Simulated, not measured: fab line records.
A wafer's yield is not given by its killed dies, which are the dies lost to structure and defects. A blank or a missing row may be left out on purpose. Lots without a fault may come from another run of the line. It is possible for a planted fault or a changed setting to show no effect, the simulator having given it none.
Matching of chambers || flow n5 finfet || 4 sister chambers for N5_MOL_CONTACT_COAG_DESCUM_45 on rie diel-02
The step chemistry O2, time 7 s. 8 wafers are shown with their chamber, then 7 later ones without.

## WAFERS, EACH WITH ITS CHAMBER
{"wafer": "L079.3", "chamber": 1, "showerhead plenum p Torr (Torr)": 2.19, "drypump motor current A (A)": 5.5}
{"wafer": "L079.5", "chamber": 0, "showerhead plenum p Torr (Torr)": 2.11, "drypump motor current A (A)": 5.3}
{"wafer": "L079.6", "chamber": 3, "showerhead plenum p Torr (Torr)": 2.24, "drypump motor current A (A)": 5.8}
{"wafer": "L084.3", "chamber": 2, "showerhead plenum p Torr (Torr)": 2.09, "drypump motor current A (A)": 5.0}
{"wafer": "L084.4", "chamber": 1, "showerhead plenum p Torr (Torr)": 2.19, "drypump motor current A (A)": 5.6}
{"wafer": "L084.5", "chamber": 3, "showerhead plenum p Torr (Torr)": 2.24, "drypump motor current A (A)": 5.8}
{"wafer": "L087.2", "chamber": 0, "showerhead plenum p Torr (Torr)": 2.10, "drypump motor current A (A)": 5.3}
{"wafer": "L087.3", "chamber": 2, "showerhead plenum p Torr (Torr)": 2.08, "drypump motor current A (A)": 5.0}

## WAFERS WITHOUT THEIR CHAMBER
{"wafer": "L087.6", "showerhead plenum p Torr (Torr)": 2.10, "drypump motor current A (A)": 5.3}
{"wafer": "L091.1", "showerhead plenum p Torr (Torr)": 2.18, "drypump motor current A (A)": 5.5}
{"wafer": "L091.3", "showerhead plenum p Torr (Torr)": 2.08, "drypump motor current A (A)": 5.0}
{"wafer": "L091.4", "showerhead plenum p Torr (Torr)": 2.10, "drypump motor current A (A)": 5.3}
{"wafer": "L097.2", "showerhead plenum p Torr (Torr)": 2.08, "drypump motor current A (A)": 5.0}
{"wafer": "L097.3", "showerhead plenum p Torr (Torr)": 2.09, "drypump motor current A (A)": 5.3}
{"wafer": "L097.6", "showerhead plenum p Torr (Torr)": 2.18, "drypump motor current A (A)": 5.5}

## WHICH CHAMBER EACH WENT THROUGH
{"wafer": "L087.6", "from the rows above": 0, "in truth": 0}
{"wafer": "L091.1", "from the rows above": 1, "in truth": 1}
{"wafer": "L091.3", "from the rows above": 2, "in truth": 2}
{"wafer": "L091.4", "from the rows above": 0, "in truth": 0}
{"wafer": "L097.2", "from the rows above": 2, "in truth": 2}
{"wafer": "L097.3", "from the rows above": 0, "in truth": 0}
{"wafer": "L097.6", "from the rows above": 1, "in truth": 1}
7 of 7 placed correctly. Number that these rows cannot place: 0. Wrongly placed: 0.
How it was worked out, from the rows above alone: a wafer's distance from a chamber is the root of the sum, over the readings, of the square of ((its reading less the chamber's mean) divided by the reading's scatter). The wafer belongs to the nearest chamber; if the next one is less than 2 further off, it can't be placed. The mean given for a chamber averages the wafers shown for that chamber. The scatter: take each reading less its chamber's mean, square it, sum over the shown wafers, divide by the number of wafers less the number of chambers, and take the root.
